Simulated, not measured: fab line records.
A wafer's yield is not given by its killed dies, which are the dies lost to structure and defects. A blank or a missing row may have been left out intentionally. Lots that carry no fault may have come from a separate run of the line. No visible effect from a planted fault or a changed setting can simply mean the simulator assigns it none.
Matching of chambers / flow n5_finfet / N5_BEOL_M0_SAQP_MANDREL_ETCH_20 on rie_si-05: 4 sister chambers
The step etches a-Si in HBr/Cl2, stops on SiNx, target depth 60 nm, bt time 10 s, time 30 s. 14 wafers are shown with their chamber, then 7 later ones without.

## WAFERS PAIRED WITH THEIR CHAMBERS
wafer=L074.2; chamber=3; throttle_valve_pct (%)=35.74; drypump_motor_current_A (A)=5.4; oes_product_au (a.u.)=0.762
wafer=L074.3; chamber=0; throttle_valve_pct (%)=35.51; drypump_motor_current_A (A)=5.9; oes_product_au (a.u.)=0.772
wafer=L074.4; chamber=1; throttle_valve_pct (%)=34.94; drypump_motor_current_A (A)=5.4; oes_product_au (a.u.)=0.798
wafer=L075.1; chamber=2; throttle_valve_pct (%)=35.14; drypump_motor_current_A (A)=4.7; oes_product_au (a.u.)=0.790
wafer=L075.2; chamber=0; throttle_valve_pct (%)=35.49; drypump_motor_current_A (A)=6.0; oes_product_au (a.u.)=0.790
wafer=L075.5; chamber=2; throttle_valve_pct (%)=35.14; drypump_motor_current_A (A)=4.7; oes_product_au (a.u.)=0.788
wafer=L081.1; chamber=1; throttle_valve_pct (%)=34.96; drypump_motor_current_A (A)=5.4; oes_product_au (a.u.)=0.794
wafer=L081.2; chamber=0; throttle_valve_pct (%)=35.51; drypump_motor_current_A (A)=5.9; oes_product_au (a.u.)=0.774
wafer=L081.3; chamber=3; throttle_valve_pct (%)=35.74; drypump_motor_current_A (A)=5.4; oes_product_au (a.u.)=0.768
wafer=L087.1; chamber=1; throttle_valve_pct (%)=34.94; drypump_motor_current_A (A)=5.4; oes_product_au (a.u.)=0.789
wafer=L087.4; chamber=2; throttle_valve_pct (%)=35.14; drypump_motor_current_A (A)=4.7; oes_product_au (a.u.)=0.784
wafer=L087.5; chamber=2; throttle_valve_pct (%)=35.13; drypump_motor_current_A (A)=4.7; oes_product_au (a.u.)=0.792
wafer=L090.1; chamber=0; throttle_valve_pct (%)=35.50; drypump_motor_current_A (A)=5.9; oes_product_au (a.u.)=0.777
wafer=L090.2; chamber=1; throttle_valve_pct (%)=34.94; drypump_motor_current_A (A)=5.4; oes_product_au (a.u.)=0.803

SIGNATURES (means of the wafers above)
reading=throttle_valve_pct; chamber 0=35.5025; chamber 1=34.9450; chamber 2=35.1375; chamber 3=35.7400; scatter within a chamber=0.00806
reading=drypump_motor_current_A; chamber 0=5.925; chamber 1=5.400; chamber 2=4.700; chamber 3=5.400; scatter within a chamber=0.0274
reading=oes_product_au; chamber 0=0.77825; chamber 1=0.79600; chamber 2=0.78850; chamber 3=0.76500; scatter within a chamber=0.00596
Rule: distance of a wafer from a chamber = root of the sum over the readings of ((wafer's reading minus chamber's mean) / reading's scatter) squared. If the next closest chamber is less than 2 further off than the closest, the wafer can't be placed; otherwise it belongs to the closest. How the scatter is found: for the shown wafers, subtract from each reading the mean of its chamber, square and add these, divide the total by (wafers less chambers), then take the root.

## WAFERS MISSING THEIR CHAMBER
wafer=L090.3; throttle_valve_pct (%)=35.73; drypump_motor_current_A (A)=5.4; oes_product_au (a.u.)=0.770
wafer=L094.1; throttle_valve_pct (%)=35.75; drypump_motor_current_A (A)=5.4; oes_product_au (a.u.)=0.775
wafer=L094.2; throttle_valve_pct (%)=35.14; drypump_motor_current_A (A)=4.7; oes_product_au (a.u.)=0.788
wafer=L094.3; throttle_valve_pct (%)=35.50; drypump_motor_current_A (A)=5.9; oes_product_au (a.u.)=0.780
wafer=L096.1; throttle_valve_pct (%)=35.15; drypump_motor_current_A (A)=4.7; oes_product_au (a.u.)=0.781
wafer=L096.3; throttle_valve_pct (%)=35.10; drypump_motor_current_A (A)=5.4; oes_product_au (a.u.)=0.777
wafer=L096.4; throttle_valve_pct (%)=35.49; drypump_motor_current_A (A)=5.9; oes_product_au (a.u.)=0.780

## CHAMBER TAKEN BY EACH
wafer=L090.3; from the rows above=3; in truth=3
wafer=L094.1; from the rows above=3; in truth=3
wafer=L094.2; from the rows above=2; in truth=2
wafer=L094.3; from the rows above=0; in truth=0
wafer=L096.1; from the rows above=2; in truth=2
wafer=L096.3; from the rows above=1; in truth=1
wafer=L096.4; from the rows above=0; in truth=0
Placed correctly: 7 of 7. Not placeable from these rows: 0. Number placed wrongly: 0.
